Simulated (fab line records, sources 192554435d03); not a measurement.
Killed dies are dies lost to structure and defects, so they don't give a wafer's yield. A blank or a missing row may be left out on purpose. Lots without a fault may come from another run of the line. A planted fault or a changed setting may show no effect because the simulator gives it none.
Split-lot experiment | flow n5_finfet | 7 lots, 21 wafers read, on a route of 1938 steps

THE SPLIT
At N5_BEOL_M7_VIA_ETCH_34 (etches SiCOH lowk in C4F6/O2, target depth 125.5 nm, time 50.5 s), the setting source_w was moved away from the recipe's 345 W on 5 of the 21 wafers read, by -16.0% to +14.5%. The other wafers ran this setting at the recipe's value.

The reading is taken at the split's own step.

THE READING
rf_vpp_V, in V, at N5_BEOL_M7_VIA_ETCH_34 (etches SiCOH lowk in C4F6/O2, target depth 125.5 nm, time 50.5 s). Fault-free wafers of this fab line usually give 666 V, standard deviation 14 V.

wafer  | tool, chamber at the split | source_w as run, W | against the recipe | rf_vpp_V, V | against lot-mates on the recipe
L075.1 | rie_diel-03, 1             | 345                | recipe             | 679         | -
L075.2 | rie_diel-03, 3             | 345                | recipe             | 688         | -
L075.4 | rie_diel-03, 0             | 345                | recipe             | 662         | -
L080.3 | rie_diel-03, 0             | 345                | recipe             | 662         | -
L080.5 | rie_diel-03, 0             | 345                | recipe             | 662         | -
L080.6 | rie_diel-03, 3             | 345                | recipe             | 690         | -
L082.1 | rie_diel-05, 1             | 345                | recipe             | 657         | -
L082.3 | rie_diel-05, 2             | 394.9              | +14.5%             | 604         | -62
L082.4 | rie_diel-05, 3             | 345                | recipe             | 676         | -
L084.2 | rie_diel-04, 1             | 345                | recipe             | 647         | -
L084.3 | rie_diel-04, 3             | 394.3              | +14.3%             | 606         | -41
L084.4 | rie_diel-04, 1             | 394.3              | +14.3%             | 604         | -43
L091.1 | rie_diel-05, 3             | 289.7              | -16.0%             | 740         | +88
L091.3 | rie_diel-05, 1             | 345                | recipe             | 656         | -
L091.6 | rie_diel-05, 2             | 345                | recipe             | 647         | -
L092.1 | rie_diel-04, 0             | 297                | -13.9%             | 732         | +68
L092.5 | rie_diel-04, 3             | 345                | recipe             | 650         | -
L092.6 | rie_diel-04, 0             | 345                | recipe             | 678         | -
L095.3 | rie_diel-05, 3             | 345                | recipe             | 677         | -
L095.4 | rie_diel-05, 1             | 345                | recipe             | 657         | -
L095.6 | rie_diel-05, 2             | 345                | recipe             | 646         | -

THE FIT
A straight line over all 21 wafers: rf_vpp_V changes by -4.44 V for each +1% of source_w; r = -0.93; the points scatter about the line by 13 V.
The same after taking each lot's own level away (the mean of its wafers on the recipe; 21 wafers): -4.22 V for each +1%; r = -0.93; scatter 13 V.
On that fit, the largest move of source_w shifts the reading by 68 V.
The lots' own levels span 647.0 to 676.3 V, that is 2.1 times the standard deviation above.
So the lot-to-lot level changes the slope little: the two slopes agree.
Check: with one of the wafers moved furthest among these (-16.0%) left out of the fit, the line predicts +62.9 V for it against its lot-mates. It came out at +88.5 V against them.
Tool readings at the split's step, against how far the setting was moved: rf_vpp_V r = -0.93.

OTHER SPLITS ON THESE WAFERS
These wafers also went through other splits before the reading. Each is held against what the fit with the lots' levels taken away leaves over:
other split on the same wafers | wafers away from the commonest value | r with rf_vpp_V (lot level and that fit taken away)
N5_BEOL_M3_EXPOSE_25 dose_mj   | 4                                    | +0.30
N5_BEOL_M3_DEP_57 time_s       | 6                                    | +0.22
N5_BEOL_M5_EXPOSE_25 dose_mj   | 7                                    | +0.07
N5_BEOL_M6_COAT_63 spin_rpm    | 7                                    | -0.05
N5_BEOL_M6_COAT_22 spin_rpm    | 4                                    | +0.08
N5_BEOL_M7_ETCH_66 bias_w      | 8                                    | +0.29

THE FILE'S OWN FIT
rf_vpp_V changes by -4.48 V for each +1% of source_w, r = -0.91.
